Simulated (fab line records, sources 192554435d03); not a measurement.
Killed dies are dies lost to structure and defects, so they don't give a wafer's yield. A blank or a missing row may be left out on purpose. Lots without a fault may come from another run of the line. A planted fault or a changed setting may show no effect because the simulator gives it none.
fab line records | flow n5_finfet
record lots=9 wafers=24 last_day=19
route steps=1938 shown STI_FIN_REVEAL@190 DUMMY_GATE@231 BEOL_M4@1111 PASSIVATION@1936
lots that met no fault: from a run of the same line without faults
start_h: hours from the record's first day to the start of the lot's first wafer shown | wait_h: hours since the lot's step before | " the same as in the row above | L1.1+2: a row that stands for several wafers | - no value, or no start given | * or withheld: withheld | < > ~ a bound
route shown NAME@n: a module of which the file shows steps, and the number in the route of the first | usual: mean/standard deviation of fault-free wafers | same: alike in all rows | chamber/n: place in a boat | sites: the reading at each site | _std_site: their standard deviation | _edge_site: outer sites' mean less inner sites' | radius_mm: how far each site lies from the wafer's centre | mask NAME#n: copy n | behind: the tool/chamber that last shaped the wafer | hold: why the lot was held/for how many hours/how that ended | device: the transistor (n, p or np) that didn't switch | end of line: the same wafers' tests at the end of the route | a step without rows: its recipe alone | killed: dies lost to structure and defects at the first sort, not the wafer's yield | map: a wafer's dies, x killed, . not, _ none there
set.NAME: the setting as run; set.NAME@STEP: as run at that earlier step | model.NAME: the simulator's own value behind a step, which no gauge read
steps of the route over a sample of lots; a table a step, a row a wafer
services: from which hour (start_h, from the record's first day; less than 0 if before it) a tool's chamber was out of use, for how many hours, and why
## steps
# step N5_STI_FIN_REVEAL_ETCHBACK_08
# recipe chemistry=C4F6/O2 target=SiO2 target_depth_a=305 time_s=10.167 ion_energy_ev=250 pressure_mtorr=30 source_w=345 bias_w=185 Ar_flow_sccm=300 C4F6_flow_sccm=10 O2_flow_sccm=10
# usual O2_flow_sccm=9.998/0.026 drypump_motor_current_A=5.6/0.43 oes_product_au=0.76/0.076 rf_vpp_V=665/16 showerhead_plenum_p_Torr=2.85/0.082 throttle_valve_pct=21.20/0.24
# columns lot.wafer tool chamber start_h wait_h O2_flow_sccm drypump_motor_current_A oes_product_au rf_hours_counter_h rf_vpp_V showerhead_plenum_p_Torr throttle_valve_pct
L242.2 rie_diel-03 2 33.88 0.2 9.981 5.2 0.79 132 668 2.75 21.39
L242.3 " 0 " " 9.986 5.0 0.71 248 677 2.90 21.38
L242.5 " 3 " " 9.967 4.8 0.70 - 694 2.71 21.33
L243.3 rie_diel-03 2 40.05 0.1 10.010 5.2 0.78 133 671 2.75 21.38
L243.4 " 1 " " 9.998 5.8 0.70 170 660 2.83 20.84
L244.1 rie_diel-04 3 51.97 0.3 9.987 6.0 0.71 223 695 2.90 21.27
L244.5 " 1 " " 10.011 5.7 0.80 - 666 2.88 21.37
L244.6 " 0 " " 10.003 5.8 0.72 - 645 2.94 20.96
L249.1 rie_diel-02 3 76.31 0.2 10.004 5.7 0.70 230 655 2.80 21.13
L249.2 " 2 " " 10.014 5.3 0.81 84 655 2.98 20.84
L249.4 " 3 " " 9.975 5.7 0.70 - 654 2.80 21.13
L254.2 rie_diel-03 2 106.93 0.2 10.005 5.2 0.75 158 670 2.73 21.44
L254.4 " 3 " " 9.980 4.8 0.69 242 694 2.70 21.37
L255.4 rie_diel-03 2 111.84 0.1 10.008 5.2 0.76 160 669 2.73 21.43
L255.5 " 1 " " 9.974 5.8 0.69 - 661 2.82 20.86
L255.6 " 2 " " 9.970 5.2 0.76 - 668 2.73 21.45
L258.1 rie_diel-03 0 130.76 0.2 10.013 5.0 0.89 24 678 2.89 21.03
L258.2 " 1 " " 10.060 5.8 0.69 203 660 2.82 20.89
L258.4 " 3 " " 10.032 4.8 0.68 249 694 2.70 21.39
L263.1 rie_diel-02 3 160.84 0.2 10.026 5.7 0.98 0 655 2.79 20.87
L263.5 " 3 " " 9.997 5.7 0.99 - 655 2.79 20.86
L263.6 " 0 " " 10.008 6.3 0.83 - 648 2.88 21.42
L265.1 rie_diel-02 1 173.85 0.3 9.964 5.5 0.69 244 670 2.82 21.51
L265.4 " 3 " " 10.015 5.7 0.97 5 657 2.79 20.87
# step N5_STI_FIN_REVEAL_ETCH_34
# recipe chemistry=H2 mode=isotropic material=Si target=Si target_depth_a=9.7 temp_c=20 pressure_mtorr=4.5 icp_w=300 bias_w=0 h2_flow_sccm=7.5 he_flow_sccm=142.5
# usual drypump_motor_current_A=5.7/0.56 oes_product_au=1.008/0.014 throttle_valve_pct=25.6/0.86
# columns lot.wafer tool chamber start_h wait_h drypump_motor_current_A oes_product_au rf_hours_counter_h throttle_valve_pct
L242.2 rie_si-03 3 36.26 0.1 6.3 1.015 13 26.3
L242.3 " 1 " " 5.6 0.998 34 24.8
L242.5 " 3 " " 6.3 1.014 - 26.3
L243.3 rie_si-01 1 42.40 0.1 4.6 1.013 177 25.3
L243.4 " 3 " " 5.6 0.970 82 26.5
L244.1 rie_si-01 2 54.31 0.2 6.4 1.009 32 24.1
L244.5 " 1 " " 4.6 1.014 - 25.3
L244.6 " 2 " " 6.4 1.002 - 24.1
L249.1 rie_si-01 3 78.65 0.2 5.7 0.985 83 26.5
L249.2 " 1 " " 4.6 1.026 177 25.3
L249.4 " 0 " " 5.6 1.005 7 25.4
L254.2 rie_si-01 3 109.52 0.1 5.6 0.992 83 26.5
L254.4 " 1 " " 4.6 1.018 178 25.3
L255.4 rie_si-04 0 114.44 0.1 5.1 1.015 125 26.2
L255.5 " 3 " " 5.7 1.002 - 26.8
L255.6 " 2 " " 6.4 1.017 - 25.8
L258.1 rie_si-01 1 133.11 0.2 4.6 1.028 178 25.3
L258.2 " 2 " " 6.4 1.007 34 24.1
L258.4 " 3 " " 5.6 0.988 - 26.5
L263.1 rie_si-04 1 163.18 0.2 5.5 1.031 120 25.8
L263.5 " 3 " " 5.7 0.995 - 26.8
L263.6 " 2 " " 6.4 1.020 - 25.8
L265.1 rie_si-01 1 176.21 0.2 4.6 1.030 179 25.3
L265.4 " 3 " " 5.6 0.990 85 26.4
# step N5_STI_FIN_REVEAL_OXIDATION_33
# recipe chemistry=O2_PLASMA_REMOTE temp_c=150 time_s=20 pressure_mtorr=1000 source_power_w=2000 o2_flow_sccm=3000
# usual drypump_motor_current_A=5.8/0.31 heater_power_w=142/12
# columns lot.wafer tool chamber start_h wait_h drypump_motor_current_A heater_power_w rf_hours_counter_h
L242.2 plasma_asher-02 1 36.68 0.0 5.5 130 31
L242.3 " 1 " " 5.5 131 -
L242.5 " 1 " " 5.5 130 -
L243.3 plasma_asher-02 1 42.83 0.0 5.5 128 -
L243.4 " 0 " " 6.0 156 -
L244.1 plasma_asher-02 1 54.72 0.0 5.5 129 34
L244.5 " 0 " " 6.1 157 -
L244.6 " 1 " " 5.5 128 -
L249.1 plasma_asher-01 1 79.06 0.0 5.3 144 87
L249.2 " 0 " " 6.2 131 87
L249.4 " 1 " " 5.4 148 -
L254.2 plasma_asher-01 0 109.96 0.0 6.2 127 93
L254.4 " 0 " " 6.2 133 -
L255.4 plasma_asher-02 1 114.87 0.0 5.5 130 -
L255.5 " 0 " " 6.0 156 -
L255.6 " 1 " " 5.6 130 -
L258.1 plasma_asher-01 0 133.52 0.0 6.2 130 96
L258.2 " 1 " " 5.3 144 96
L258.4 " 1 " " 5.4 145 -
L263.1 plasma_asher-02 1 163.59 0.0 5.5 129 57
L263.5 " 1 " " 5.5 128 -
L263.6 " 0 " " 6.1 157 -
L265.1 plasma_asher-02 0 176.62 0.0 6.1 154 60
L265.4 " 1 " " 5.5 129 -
# step N5_STI_FIN_REVEAL_FIN_H_MEAS_10
# usual trench_depth_nm=51.8/1
# columns lot.wafer tool chamber start_h wait_h trench_depth_nm
L242.2 ocd-02 - 36.87 0.0 53.6
L242.3 " - " " 52.9
L242.5 " - " " 51.7
L243.3 ocd-01 - 43.01 0.0 52.8
L243.4 " - " " 49.6
L244.1 ocd-01 - 54.91 0.0 52.6
L244.5 " - " " 53.4
L244.6 " - " " 51.9
L249.1 ocd-02 - 79.25 0.0 51.3
L249.2 " - " " 52.7
L249.4 " - " " 51.8
L254.2 ocd-02 - 110.16 0.0 53.0
L254.4 " - " " 52.3
L255.4 ocd-01 - 115.05 0.0 44.3
L255.5 " - " " 41.7
L255.6 " - " " 43.8
L258.1 ocd-02 - 133.71 0.0 43.8
L258.2 " - " " 40.9
L258.4 " - " " 42.5
L263.1 ocd-02 - 163.78 0.0 52.4
L263.5 " - " " 51.8
L263.6 " - " " 52.7
L265.1 ocd-02 - 176.81 0.0 50.8
L265.4 " - " " 52.8
# step N5_DUMMY_GATE_CD_MEAS_15
# recipe target_cd_nm=25.8 landing_energy_ev=500 detector=se_inlens
# usual cd_nm=25.06/0.28
# columns lot.wafer tool chamber start_h wait_h cd_nm
L242.2 cd_sem-01 0 45.57 - 24.69
L242.3 " 0 " " 24.39
L242.5 " 0 " " 24.69
L243.3 cd_sem-02 0 53.56 - 24.99
L243.4 " 0 " " 25.15
L244.1 cd_sem-03 0 66.91 - 25.49
L244.5 " 0 " " 25.24
L244.6 " 0 " " 24.90
L249.1 cd_sem-03 0 89.03 - 25.73
L249.2 " 0 " " 25.16
L249.4 " 0 " " 24.92
L254.2 cd_sem-02 0 120.66 - 24.74
L254.4 " 0 " " 24.52
L255.4 cd_sem-03 0 125.07 - 25.07
L255.5 " 0 " " 24.42
L255.6 " 0 " " 24.79
L258.1 cd_sem-02 0 142.41 - 25.39
L258.2 " 0 " " 25.35
L258.4 " 0 " " 25.25
L263.1 cd_sem-03 0 172.36 - 25.22
L263.5 " 0 " " 25.16
L263.6 " 0 " " 25.01
L265.1 cd_sem-02 0 187.53 - 24.83
L265.4 " 0 " " 24.64
# step N5_BEOL_M4_RC_MEAS_101
# usual CJ_N=4.38/0.088 DIBL_N=36.4/2.2 DIBL_P=36.3/2.5 EOT_N=10.56/0.11 IGATE_N=0.0122/0.0023 IOFF_N=0.17/0.052 IOFF_N_85C=3.3/0.81 IOFF_N_LIN=0.076/0.016 IOFF_N_LONG=5.64e-05/2.3e-06 IOFF_P=0.23/0.049 IOFF_P_85C=3.9/0.69 IOFF_P_LIN=0.106/0.017 ION_N=674/17 ION_P=464/11 RC_DENSE_N=18.9/0.63 RC_N=15.4/0.48 REXT_N=75.4/1.7 REXT_P=100/3 RS_SD_N=28.4/0.35 SS_N=71.7/0.98 SS_P=73.3/0.84 VT_N=250/4 VT_N_LONG=274.4/1.7 VT_N_LVT=99/3.8 VT_P=-249/3.8
# columns lot.wafer tool chamber start_h wait_h CJ_N DIBL_N[mV/V] DIBL_P[mV/V] EOT_N IGATE_N[nA/um] IOFF_N[nA/um] IOFF_N_85C[nA/um] IOFF_N_LIN[nA/um] IOFF_N_LONG[nA/um] IOFF_P[nA/um] IOFF_P_85C[nA/um] IOFF_P_LIN[nA/um] ION_N[uA/um] ION_P[uA/um] RC_DENSE_N[ohm.um] RC_N[ohm.um] REXT_N[ohm.um] REXT_P[ohm.um] RS_SD_N[ohm/sq] SS_N[mV/dec] SS_P[mV/dec] VT_N[mV] VT_N_LONG[mV] VT_N_LVT[mV] VT_P[mV]
L242.2 prober-02 0 175.89 0.2 4.32 36.9 38.2 10.52 0.0142 0.18 3.5 0.084 5.64e-05 0.25 4.3 0.116 708 483 18.0 14.7 74.3 95 27.9 71.2 73.4 246 275.0 96 -246
L242.3 " 0 " " 4.46 40.0 41.8 10.63 0.0105 0.23 4.3 0.101 5.74e-05 0.32 5.3 0.136 704 487 18.1 14.8 73.6 95 28.1 72.4 75.1 245 272.4 95 -243
L242.5 " 0 " " 4.25 38.3 40.1 10.76 0.0102 0.19 3.6 0.086 5.53e-05 0.30 5.0 0.130 682 472 17.5 14.4 74.7 94 28.2 72.0 75.2 246 271.2 96 -245
L243.3 prober-01 0 186.41 0.3 4.44 36.5 36.3 10.68 0.0095 0.15 3.1 0.075 5.51e-05 0.22 3.8 0.105 686 466 20.1 16.3 75.5 102 28.3 71.0 72.7 247 275.2 99 -249
L243.4 " 0 " " 4.30 34.8 33.8 10.64 0.0112 0.11 2.3 0.053 5.4e-05 0.18 3.3 0.085 627 440 19.0 15.6 75.9 104 27.9 71.2 73.0 259 275.0 105 -257
L244.1 prober-02 0 239.10 0.0 4.47 37.6 38.8 10.60 0.0109 0.21 3.9 0.093 5.76e-05 0.33 5.3 0.144 691 477 18.0 14.8 72.3 97 28.5 71.3 73.8 246 273.7 95 -242
L244.5 " 0 " " 4.50 36.1 35.6 10.57 0.0120 0.16 3.1 0.074 5.75e-05 0.25 4.1 0.115 686 481 17.8 14.6 71.6 99 28.1 71.6 73.1 251 274.8 99 -244
L244.6 " 0 " " 4.32 33.2 33.2 10.40 0.0141 0.12 2.4 0.058 5.61e-05 0.21 3.6 0.103 656 464 18.7 15.2 74.9 99 28.5 70.8 72.4 256 274.0 104 -247
L249.1 prober-02 0 247.49 0.0 4.37 35.6 35.1 10.72 0.0108 0.13 2.7 0.062 5.31e-05 0.18 3.2 0.086 666 454 19.0 15.5 73.9 100 29.2 71.5 73.4 254 275.5 101 -254
L249.2 " 0 " " 4.36 37.0 36.9 10.49 0.0118 0.18 3.4 0.079 5.45e-05 0.21 3.7 0.099 692 466 19.5 16.0 74.0 101 28.6 71.9 73.4 247 274.3 97 -249
L249.4 " 0 " " 4.26 36.9 38.0 10.46 0.0165 0.17 3.4 0.077 5.33e-05 0.23 3.9 0.103 677 465 18.7 15.1 75.1 99 28.7 70.9 74.2 249 276.0 97 -249
L254.2 prober-02 0 276.30 0.2 4.40 38.0 39.1 10.58 0.0132 0.22 4.0 0.097 5.81e-05 0.31 4.9 0.134 705 486 18.5 14.9 74.6 101 28.0 72.5 74.4 246 275.7 94 -243
L254.4 " 0 " " 4.62 34.6 33.3 10.56 0.0138 0.14 2.8 0.065 5.85e-05 0.21 3.5 0.100 672 465 19.6 15.9 75.7 101 28.0 71.2 72.7 252 276.6 101 -248
L255.4 prober-02 0 284.88 0.5 4.44 96.1 62.9 10.62 0.0110 16.74 153.7 0.300 5.45e-05 6.39 63.1 0.286 615 410 19.1 15.6 81.0 109 28.7 142.9 112.6 244 274.1 96 -245
L255.5 " 0 " " - - 112.8 - - - - - - 60.69 418.4 1.020 - 404 - - - 112 - - 158.0 - - - -244
L255.6 " 0 " " 4.29 73.5 61.5 10.63 0.0104 6.83 72.4 0.196 5.26e-05 5.53 56.1 0.266 594 411 18.5 14.9 80.6 110 28.4 121.2 110.1 251 277.2 97 -249
L258.1 prober-01 0 321.84 0.0 - - 69.3 - - - - - - 10.30 96.2 0.388 - 418 - - - 109 - - 118.9 - - - -240
L258.2 " 0 " " - - 118.0 - - - - - - 48.24 348.1 0.878 - 398 - - - 111 - - 167.0 - - - -247
L258.4 " 0 " " - - 76.0 - - - - - - 14.33 127.1 0.463 - 409 - - - 110 - - 127.0 - - - -244
L263.1 prober-02 0 331.96 0.0 4.36 35.2 34.1 10.49 0.0145 0.15 2.9 0.069 5.89e-05 0.20 3.4 0.095 683 464 18.0 14.7 72.2 104 28.2 71.3 72.3 249 272.1 101 -251
L263.5 " 0 " " 4.27 35.0 34.6 10.42 0.0149 0.14 2.8 0.066 5.73e-05 0.20 3.4 0.096 675 466 19.2 15.8 73.8 105 28.4 71.2 72.1 251 272.9 102 -250
L263.6 " 0 " " 4.43 36.6 36.3 10.63 0.0138 0.17 3.2 0.076 5.82e-05 0.23 3.9 0.105 689 470 18.1 14.9 73.3 104 28.5 72.5 73.7 249 273.7 101 -249
L265.1 prober-01 0 349.46 0.7 4.26 33.5 34.5 10.65 0.0106 0.12 2.4 0.059 5.64e-05 0.19 3.3 0.095 652 459 18.1 15.1 76.6 98 28.8 71.2 72.9 255 275.2 102 -249
L265.4 " 0 " " 4.33 34.1 34.9 10.80 0.0093 0.14 2.7 0.067 5.73e-05 0.20 3.4 0.098 674 470 19.2 15.6 77.0 101 28.5 70.4 71.8 248 274.0 99 -249
# step N5_PASSIVATION_PROBE_49
# usual defect_limited_yield=91.2/1.4 killed_at_M0_to_M3=34/9.3 killed_at_M4_up=14/5.9 killed_at_contacts=14/5.7 killed_at_front_end=38/10 killed_at_other=4/3.2 killed_dies=104/17 killed_open=67/13 killed_short=33/6.9 sort_bin_4_leakage=0/3.6 sort_bin_5_function=5.2/1 sort_bin_6_memory=3.3/0.61 sort_bin_8_speed=0.3/1.8 sort_n_pass=1069/52 sort_yield_pct=91/4.4
# same gross_dies=1180 killed_at_back_side=0
# columns lot.wafer tool chamber start_h wait_h defect_limited_yield[%] killed_at_M0_to_M3 killed_at_M4_up killed_at_contacts killed_at_front_end killed_at_other killed_dies killed_open killed_short sort_bin_4_leakage[%] sort_bin_5_function[%] sort_bin_6_memory[%] sort_bin_8_speed[%] sort_n_pass sort_yield_pct[%]
L242.2 prober-01 - 286.18 0.1 92.6 19 18 13 31 6 87 52 32 0 4.2 2.8 0 1093 93
L242.3 prober-01 - 286.23 0.1 93.4 28 9 7 34 0 78 46 30 0 3.7 2.6 0 1102 93
L242.5 prober-01 - 286.33 0.2 91.6 33 19 8 34 5 99 63 35 0 5.0 2.8 0 1081 92
L255.4 prober-02 - 398.76 0.2 93.1 19 12 20 25 5 81 42 23 93 4.4 2.0 0 0 0
L255.5 prober-02 - 398.81 0.2 93.6 19 19 7 28 3 76 47 26 94 4.5 1.8 0 0 0
L255.6 prober-02 - 398.86 0.3 90.3 30 18 36 27 4 115 67 27 90 6.1 3.5 0 0 0
L258.1 prober-02 - 428.36 0.0 90.1 25 15 13 58 6 117 74 43 90 5.7 3.9 0 0 0
L258.2 prober-02 - 428.41 0.1 88.9 31 13 9 77 1 131 96 34 89 7.2 3.7 0 0 0
L258.4 prober-02 - 428.51 0.2 91.9 32 9 5 49 1 96 63 32 92 5.2 2.6 0 0 0
L263.1 prober-02 - 438.40 0.0 91.3 33 15 21 33 1 103 66 33 0 5.3 3.1 0 1077 91
L263.6 prober-02 - 438.65 0.3 92.9 26 4 7 45 2 84 46 34 0 4.2 2.6 0 1096 93
L265.1 prober-01 - 461.54 0.7 89.5 45 15 9 47 8 124 65 44 0 6.3 3.6 0 1056 89
L265.4 prober-01 - 461.69 0.8 91.2 33 13 7 41 10 104 63 35 0 5.8 2.9 0 1076 91
# killed by level:class
L242.2 MOL_CONTACT_COAG:geometric_particle:open=9 BEOL_M4:geometric_particle:open=9 DUMMY_GATE:geometric_particle:open=7 FIN_SAQP:geometric_particle:open=6 FIN_SAQP:geometric_particle:short=6 BEOL_M3:geometric_particle:open=4 MOL_CONTACT_COAG:geometric_particle:short=4 BEOL_M1:geometric_particle:open=4
L242.3 FIN_SAQP:geometric_particle:open=10 FIN_SAQP:geometric_particle:short=10 BEOL_M0_SAQP:geometric_particle:open=7 MOL_CONTACT_COAG:geometric_particle:open=5 BEOL_M1:geometric_particle:short=5 BEOL_M1:geometric_particle:open=4 BEOL_M0_SAQP:geometric_particle:short=4 BEOL_M3:geometric_particle:open=4
L242.5 FIN_SAQP:geometric_particle:short=9 FIN_SAQP:geometric_particle:open=7 BEOL_M1:geometric_particle:open=7 MOL_CONTACT_COAG:geometric_particle:open=6 DUMMY_GATE:geometric_particle:open=5 BEOL_M0:geometric_particle:open=5 BEOL_M3:geometric_particle:short=5 BEOL_M3:geometric_particle:open=5
L255.4 MOL_CONTACT_COAG:area_etch=12 BEOL_M4:geometric_particle:open=8 FIN_SAQP:geometric_particle:short=6 MOL_CONTACT_COAG:geometric_particle:open=6 BEOL_M3:geometric_particle:open=6 FIN_SAQP:geometric_particle:open=4 GATE_CUT:geometric_particle:short=4 BEOL_M0_SAQP:geometric_particle:open=4
L255.5 STI_FIN_REVEAL:geometric_particle:open=10 BEOL_M4:geometric_particle:open=7 FIN_SAQP:geometric_particle:short=5 MOL_CONTACT_COAG:geometric_particle:open=5 BEOL_M2:geometric_particle:open=4 GATE_CUT:geometric_particle:short=3 BEOL_M0_SAQP:geometric_particle:short=3 BEOL_M3:geometric_particle:open=3
L255.6 MOL_CONTACT_COAG:area_etch=21 MOL_CONTACT_COAG:geometric_particle:open=12 BEOL_M4:geometric_particle:open=9 BEOL_M3:geometric_particle:open=6 BEOL_M0_SAQP:geometric_particle:open=5 FIN_SAQP:geometric_particle:short=4 STI_FIN_REVEAL:geometric_particle:open=4 DUMMY_GATE:geometric_particle:open=4
L258.1 STI_FIN_REVEAL:geometric_particle:open=20 MOL_CONTACT_COAG:geometric_particle:open=10 FIN_SAQP:geometric_particle:short=9 BEOL_M2:geometric_particle:open=7 BEOL_M4:geometric_particle:open=7 FIN_SAQP:geometric_particle:open=6 BEOL_M2:geometric_particle:short=6 GATE_CUT:geometric_particle:short=5
L258.2 STI_FIN_REVEAL:geometric_particle:open=49 STI_FIN_REVEAL:geometric_particle:short=11 MOL_CONTACT_COAG:geometric_particle:open=7 BEOL_M0_SAQP:geometric_particle:open=7 BEOL_M5:geometric_particle:open=7 BEOL_M2:geometric_particle:open=6 BEOL_M0_SAQP:geometric_particle:short=5 FIN_SAQP:geometric_particle:short=4
L258.4 STI_FIN_REVEAL:geometric_particle:open=16 FIN_SAQP:geometric_particle:open=8 BEOL_M0_SAQP:geometric_particle:short=7 BEOL_M0_SAQP:geometric_particle:open=7 STI_FIN_REVEAL:geometric_particle:short=5 GATE_CUT:geometric_particle:short=5 BEOL_M1:geometric_particle:open=4 FIN_SAQP:geometric_particle:short=3
L263.1 MOL_CONTACT_COAG:geometric_particle:open=16 STI_FIN_REVEAL:geometric_particle:open=10 BEOL_M2:geometric_particle:open=10 BEOL_M4:geometric_particle:open=6 BEOL_M0_SAQP:geometric_particle:short=5 BEOL_M1:geometric_particle:open=5 BEOL_M2:geometric_particle:short=5 DUMMY_GATE:geometric_particle:open=4
L263.6 STI_FIN_REVEAL:geometric_particle:open=12 BEOL_M0_SAQP:geometric_particle:short=9 STI_FIN_REVEAL:geometric_particle:short=7 BEOL_M3:geometric_particle:open=6 GATE_CUT:geometric_particle:short=5 MOL_CONTACT_COAG:geometric_particle:open=5 BEOL_M0_SAQP:geometric_particle:open=5 DUMMY_GATE:geometric_particle:open=4
L265.1 BEOL_M3:geometric_particle:open=13 FIN_SAQP:geometric_particle:short=11 BEOL_M0_SAQP:geometric_particle:short=8 FIN_CUT:area_etch=8 BEOL_M1:geometric_particle:open=7 MOL_CONTACT_COAG:geometric_particle:open=6 BEOL_M4:geometric_particle:open=6 ILD0:geometric_particle:short=5
L265.4 FIN_SAQP:geometric_particle:short=12 FIN_SAQP:geometric_particle:open=11 BEOL_M2:geometric_particle:open=8 BEOL_M3:geometric_particle:open=6 BEOL_M0_SAQP:geometric_particle:short=4 MOL_CONTACT_COAG:geometric_particle:open=4 BEOL_M1:geometric_particle:open=4 STARTING-WAFER:geometric_particle:short=4
## services
# columns tool chamber start_h hours kind
rie_si-03 0 24.91 2.5 repair
rie_si-01 - 26.86 0.3 repair
rie_diel-03 0 40.31 - clean
rie_diel-03 0 40.31 - consumable_replace:focus_ring
rie_diel-04 3 41.59 1.3 repair
rie_diel-03 3 45.61 4.3 repair
rie_diel-02 1 52.92 1.5 repair
rie_diel-04 0 57.66 4.1 repair
rie_si-03 3 65.05 3.2 repair
rie_diel-02 0 73.23 5.6 repair
rie_si-03 - 77.39 0.4 repair
rie_diel-02 0 82.78 5.5 repair
rie_diel-04 0 98.94 4.2 repair
rie_si-01 0 122.45 26.4 repair
rie_si-04 - 125.19 14.6 pm
rie_diel-03 3 134.34 - clean
rie_diel-03 3 134.34 - consumable_replace:focus_ring
rie_si-03 3 140.43 4.8 repair
rie_si-04 3 146.87 2.2 repair
rie_diel-04 0 148.13 4.3 repair
rie_si-01 - 164.63 0.2 repair
rie_si-03 0 170.94 1.6 repair
plasma_asher-01 - 171.51 4.3 repair
rie_si-04 2 176.00 6.6 repair
## key
first_sign step=N5_STI_FIN_REVEAL_FIN_H_MEAS_10 reading=trench_depth_nm direction=down sigmas=8.6 usual=51.8 struck=42.8
effect step=N5_BEOL_M4_RC_MEAS_101 reading=IOFF_P direction=up sigmas=99+ usual=0.23 struck=24.25
effect step=N5_BEOL_M4_RC_MEAS_101 reading=IOFF_P_85C direction=up sigmas=99+ usual=3.9 struck=184.8
effect step=N5_BEOL_M4_RC_MEAS_101 reading=SS_P direction=up sigmas=70 usual=73.3 struck=132.3
effect step=N5_BEOL_M4_RC_MEAS_101 reading=IOFF_P_LIN direction=up sigmas=26 usual=0.106 struck=0.550
effect step=N5_BEOL_M4_RC_MEAS_101 reading=DIBL_P direction=up sigmas=19 usual=36.3 struck=83.4
effect step=N5_BEOL_M4_RC_MEAS_101 reading=ION_P direction=down sigmas=5.2 usual=464 struck=408
effect step=N5_BEOL_M4_RC_MEAS_101 reading=REXT_P direction=up sigmas=3.2 usual=100 struck=110
effect step=N5_BEOL_M4_RC_MEAS_101 reading=CJ_N direction=missing
effect step=N5_BEOL_M4_RC_MEAS_101 reading=DIBL_N direction=missing
effect step=N5_BEOL_M4_RC_MEAS_101 reading=EOT_N direction=missing
effect step=N5_BEOL_M4_RC_MEAS_101 reading=IGATE_N direction=missing
effect step=N5_BEOL_M4_RC_MEAS_101 reading=IOFF_N direction=missing
effect step=N5_PASSIVATION_PROBE_49 reading=sort_bin_4_leakage direction=up sigmas=25 usual=0 struck=91
met_at N5_STI_FIN_REVEAL_ETCHBACK_08
struck_lots L255,L258
baseline_loss step=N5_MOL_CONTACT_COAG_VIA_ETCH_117 wafers=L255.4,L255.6
not_acting_at N5_STI_FIN_REVEAL_ETCH_34,N5_STI_FIN_REVEAL_OXIDATION_33,N5_DUMMY_GATE_CD_MEAS_15
onset_between 106.93 111.84
fault kind=process_parameter_drift tool=rie_diel-03 chamber=- onset_h=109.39 steps=N5_STI_FIN_REVEAL_ETCHBACK_08 channel=time_s offset=* shape=step end_h=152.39 acts_in=* stated=*
# baseline_loss: these wafers lose ten dies or more at that step, a loss of the line's own and not of a fault; the sort's usual values leave them out
